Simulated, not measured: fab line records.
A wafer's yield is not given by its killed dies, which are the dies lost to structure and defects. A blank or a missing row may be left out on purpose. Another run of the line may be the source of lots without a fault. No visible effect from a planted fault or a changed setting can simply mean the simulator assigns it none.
Comparing a struck lot with a sound one    flow nand_harc    15 out of 1302 route steps
Sound: wafers L540.1, L540.2, L540.5. Wafers L532.1, L532.5, L532.6 were the ones struck. Last of all comes the cause.
Per side, at each step with rows, come the tool, then ch with its chambers, and then its first start. Under that, the readings that differ: sound wafers    struck wafers    difference of the means    sigmas: that difference in standard deviations of wafers without a fault.
alike: a reading whose means differ by less than 2 such deviations, as well as words and numbers matching on both sides. not compared: withheld readings; readings where some wafer has no value; bounds like >300 that might hide an equal value; numbers whose values overlap and for which the record gives no deviation.
The two part at a step that has a row with sigmas, a row that says differs or no value, or rows on one side only. Numbers that don't overlap but have no deviation are shown without sigmas and don't part them. Lack of a reading on every wafer of one side parts them only where that side has two or more wafers.

NHARC_THIN_TSV_DEP_43: deposits SiO2, target thk 1328.5 nm.
  sound on pecvd-03 ch 0,1, day 28 15:24; struck on pecvd-02 ch 0,2, day 26 10:59
  alike: showerhead_vpp_V, throttle_valve_pct
then, 8 steps without rows for these wafers: NHARC_THIN_TSV_DEHYDRATE_04 (time 120 s); NHARC_THIN_TSV_HMDS_05 (time 30 s); NHARC_THIN_TSV_COAT_06; NHARC_THIN_TSV_SOFTBAKE_07 (time 95 s); NHARC_THIN_TSV_EBR_08; NHARC_THIN_TSV_EXPOSE_09 (exposes mask TSV); NHARC_THIN_TSV_PEB_10 (peb time 85 s); NHARC_THIN_TSV_DEVELOP_11 (time 70 s).
NHARC_THIN_TSV_CD_MEAS_12 targets a cd of 1000 nm.
  sound on cd_sem-02 ch 0, day 28 16:13; struck on cd_sem-02 ch 0, day 26 11:44
  alike: cd_nm
then, 1 step without rows for these wafers: NHARC_THIN_TSV_HARDBAKE_13 (time 80 s).
NHARC_THIN_TSV_DESCUM_14: chemistry O2, time 3 s.
  sound on rie_diel-04 ch 0,3, day 28 16:23; struck on rie_diel-04 ch 2,3, day 26 11:54
  alike: drypump_motor_current_A, oes_product_au, rf_vpp_V, showerhead_plenum_p_Torr, throttle_valve_pct
  not compared: rf_hours_counter_h
NHARC_THIN_TSV_ETCH_44: etches the open film in CF4/O2, target depth 1594.2 nm, time 797.1 s.
  sound on rie_diel-04 ch 0,1,3, day 28 16:28; struck on rie_diel-04 ch 1,2,3, day 26 12:05
  no value came back on the struck wafers for any of 7 readings (bias_w (W), cf4_flow_sccm (sccm) and others); on the sound wafers bias_w (W) reads 799.9 795.7 800.2
  not compared: rf_hours_counter_h
NHARC_THIN_TSV_ETCH_15: target depth 3000 nm, bosch target overetch cycles 2, bosch etch step 2.8 s.
  sound on rie_si-04 ch 1,3, day 28 17:02; struck on rie_si-04 ch 0,1,2, day 26 12:35
  alike: drypump_motor_current_A, he_backside_leak_sccm
  not compared: rf_hours_counter_h
NHARC_END_SORT_01:
  here the record holds rows for the struck wafers (prober-01 ch 0, day 27 02:39) but none for the sound ones

WHERE THEY PART
Earliest at NHARC_THIN_TSV_ETCH_44; latest, in this record, at NHARC_END_SORT_01.

WHY: the cause the simulator had injected
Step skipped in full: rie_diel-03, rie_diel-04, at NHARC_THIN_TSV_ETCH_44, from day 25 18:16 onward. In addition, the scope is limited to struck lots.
